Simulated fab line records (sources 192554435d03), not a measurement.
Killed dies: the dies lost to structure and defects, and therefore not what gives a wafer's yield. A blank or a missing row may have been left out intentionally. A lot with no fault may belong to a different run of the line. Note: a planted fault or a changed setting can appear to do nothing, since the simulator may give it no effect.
Matching of chambers / flow n5 finfet / N5_BEOL_M5_CURE_80 on uv cure-01 has 3 sister chambers
The step cures SiCOH lowk, time 120 s. 6 wafers are shown with their chamber, then 12 later ones without.

== EACH WAFER AND ITS CHAMBER ==
wafer=L085.4; chamber=0; wafer_temp_C_max=371.5; lamp power pct (%)=52.43
wafer=L085.6; chamber=0; wafer_temp_C_max=372.5; lamp power pct (%)=52.28
wafer=L089.2; chamber=2; wafer_temp_C_max=371.3; lamp power pct (%)=52.31
wafer=L089.3; chamber=2; wafer_temp_C_max=371.4; lamp power pct (%)=52.35
wafer=L090.2; chamber=1; wafer_temp_C_max=371.5; lamp power pct (%)=52.23
wafer=L090.3; chamber=1; wafer_temp_C_max=371.9; lamp power pct (%)=52.32

== WAFERS WITH NO CHAMBER GIVEN ==
wafer=L091.1; wafer_temp_C_max=371.5; lamp power pct (%)=52.34
wafer=L091.2; wafer_temp_C_max=371.3; lamp power pct (%)=52.29
wafer=L091.6; wafer_temp_C_max=371.8; lamp power pct (%)=52.33
wafer=L093.1; wafer_temp_C_max=372.2; lamp power pct (%)=52.27
wafer=L093.5; wafer_temp_C_max=372.5; lamp power pct (%)=52.30
wafer=L093.6; wafer_temp_C_max=371.3; lamp power pct (%)=52.24
wafer=L096.1; wafer_temp_C_max=371.1; lamp power pct (%)=52.17
wafer=L096.4; wafer_temp_C_max=371.9; lamp power pct (%)=52.22
wafer=L096.6; wafer_temp_C_max=371.9; lamp power pct (%)=52.32
wafer=L097.1; wafer_temp_C_max=371.7; lamp power pct (%)=52.31
wafer=L097.2; wafer_temp_C_max=371.8; lamp power pct (%)=52.34
wafer=L097.4; wafer_temp_C_max=372.4; lamp power pct (%)=52.33

== WHICH CHAMBER EACH ONE RAN IN ==
wafer=L091.1; from the rows above=can't be placed: 2 or 1 or 0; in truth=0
wafer=L091.2; from the rows above=can't be placed: 2 or 1 or 0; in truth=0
wafer=L091.6; from the rows above=can't be placed: 0 or 1 or 2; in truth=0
wafer=L093.1; from the rows above=can't be placed: 1 or 0 or 2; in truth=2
wafer=L093.5; from the rows above=can't be placed: 0 or 1 or 2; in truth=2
wafer=L093.6; from the rows above=can't be placed: 1 or 2 or 0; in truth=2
wafer=L096.1; from the rows above=can't be placed: 1 or 2 or 0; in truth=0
wafer=L096.4; from the rows above=can't be placed: 1 or 0 or 2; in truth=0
wafer=L096.6; from the rows above=can't be placed: 0 or 1 or 2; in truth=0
wafer=L097.1; from the rows above=can't be placed: 1 or 2 or 0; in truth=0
wafer=L097.2; from the rows above=can't be placed: 0 or 1 or 2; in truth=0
wafer=L097.4; from the rows above=can't be placed: 0 or 1 or 2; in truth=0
0 of 12 placed correctly. From these rows, 12 cannot be placed; in 12 the true chamber is one of the candidates. Placed wrongly: 0.
How it was worked out, from the rows above alone: a wafer's distance from a chamber is the root of the sum, over the readings, of the square of ((its reading less the chamber's mean) divided by the reading's scatter). The wafer belongs to the nearest chamber; if the next one is less than 2 further off, it can't be placed. A chamber's mean is the mean of its shown wafers. The scatter is the square root of a quotient: the sum, over the shown wafers, of each reading's squared deviation from its chamber's mean, divided by wafers minus chambers.
